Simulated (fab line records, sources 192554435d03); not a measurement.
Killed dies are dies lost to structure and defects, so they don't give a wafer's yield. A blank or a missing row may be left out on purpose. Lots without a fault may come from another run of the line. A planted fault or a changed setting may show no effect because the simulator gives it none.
A struck lot beside a sound one | flow n5_finfet | 19 steps out of a route of 1938
Sound: wafers L703.1, L703.4, L703.5. Struck: wafers L696.1, L696.3, L696.4. The cause comes at the end.
At each step with rows: each side's tool, then ch and its chambers, then its first start. Under that, the readings that differ: sound wafers | struck wafers | difference of the means | sigmas: that difference in standard deviations of wafers without a fault.
alike: readings whose means differ by less than 2 such deviations, and words and numbers that are the same on both sides. not compared: withheld readings, readings that some wafer has no value for, bounds like >300 that may hide the same value, and numbers for which the record gives no deviation and whose values overlap.
The two part at a step that has a row with sigmas, a row that says differs or no value, or rows on one side only. Numbers that don't overlap but have no deviation are shown without sigmas and don't part them. A reading that every wafer of one side lacks parts them only if that side has two wafers or more.

N5_BEOL_M1_RS_MEAS_58: measures by four-point-probe.
  sound on film_metro-01, day 8 17:39; struck on film_metro-02, day 7 08:25
  alike: M1_RS
N5_BEOL_M1_INSPECT_59: inspects for defects (darkfield).
  sound on defect_inspect-02, day 8 17:40; struck on defect_inspect-02, day 7 08:27
  alike: raw_defect_count
N5_BEOL_M2_ILD_DEP_00: deposits SiOC from DEMS/O2, target thk 79 nm, time 15.3 s.
  sound on pecvd-04 ch 1,2, day 8 17:43; struck on pecvd-04 ch 1,2, day 7 08:29
  alike: chamber_pressure_Torr, heater_power_w, showerhead_plenum_p_Torr, showerhead_vpp_V, throttle_valve_pct
N5_BEOL_M2_THK_MEAS_01:
  sound on film_metro-01, day 8 17:47; struck on film_metro-01, day 7 08:33
  alike: M2_ILD_THK
N5_BEOL_M2_PECVD_72: deposits SiO2 from TEOS/O2, target thk 16 nm, time 18 s.
  sound on pecvd-03 ch 0,1,2, day 8 17:49; struck on pecvd-04 ch 0,1, day 7 08:35
  alike: chamber_pressure_Torr, heater_power_w, showerhead_plenum_p_Torr, showerhead_vpp_V, throttle_valve_pct
N5_BEOL_M2_HM_DEP_02: deposits TiN, target thk 20 nm.
  sound on pvd_sputter-03, day 8 20:13; struck on pvd_sputter-01, day 7 10:10
  alike: throttle_valve_pct
then, 6 steps without rows for these wafers: N5_BEOL_M2_COAT_61 (time 60 s, resist thk 60 nm); N5_BEOL_M2_COAT_62 (time 60 s, resist thk 12 nm); N5_BEOL_M2_COAT_73 (time 60 s, resist thk 5 nm); N5_BEOL_M2_COAT_05 (resist thk 30 nm); N5_BEOL_M2_EBR_07; N5_BEOL_M2_SOFTBAKE_06 (time 60 s).
N5_BEOL_M2_EXPOSE_08: exposes mask M2.
  sound on euv_scanner-02 ch 0, day 8 20:29; struck on euv_scanner-01 ch 0, day 7 10:25
  reading                         | sound | struck      | difference | sigmas
  model.BEOL_M2.overlay_x_nm (nm) | 0 0 0 | 5.2 5.2 5.2 | +5.2       |
  alike: mask, reticle_temp_C
then, 2 steps without rows for these wafers: N5_BEOL_M2_PEB_09 (peb time 60 s); N5_BEOL_M2_DEVELOP_10 (develop time 30 s).
N5_BEOL_M2_CD_MEAS_11: target cd 16.79 nm.
  sound on cd_sem-02 ch 0, day 8 20:37; struck on cd_sem-03 ch 0, day 7 10:33
  alike: cd_nm
N5_BEOL_M2_OVL_MEAS_12:
  sound on overlay-01 ch 0, day 8 20:39; struck on overlay-01 ch 0, day 7 10:35
  reading     | sound       | struck      | difference | sigmas
  M2_OVL (nm) | 1.3 1.2 1.9 | 5.9 5.5 5.4 | +4.1       | +6
N5_BEOL_M2_INSPECT_13: inspects for defects (brightfield).
  sound on defect_inspect-02, day 8 20:42; struck on defect_inspect-01, day 7 10:38
  alike: raw_defect_count
N5_BEOL_M4_RC_MEAS_101:
  sound on prober-01 ch 0, day 10 04:43; struck on prober-02 ch 0, day 8 14:03
  reading       | sound                | struck               | difference | sigmas
  ION_P (uA/um) | 465 466 466          | 448 445 440          | -21        | -3
  VT_P (mV)     | -250.1 -251.0 -252.8 | -257.9 -259.5 -257.8 | -7.1       | -3
  alike: DIBL_N, DIBL_P, IOFF_N, IOFF_P, ION_N, SS_N, SS_P, VT_N

WHERE THEY PART
First at N5_BEOL_M2_OVL_MEAS_12; last, within this record, at N5_BEOL_M4_RC_MEAS_101.

WHY: what the simulator had put in
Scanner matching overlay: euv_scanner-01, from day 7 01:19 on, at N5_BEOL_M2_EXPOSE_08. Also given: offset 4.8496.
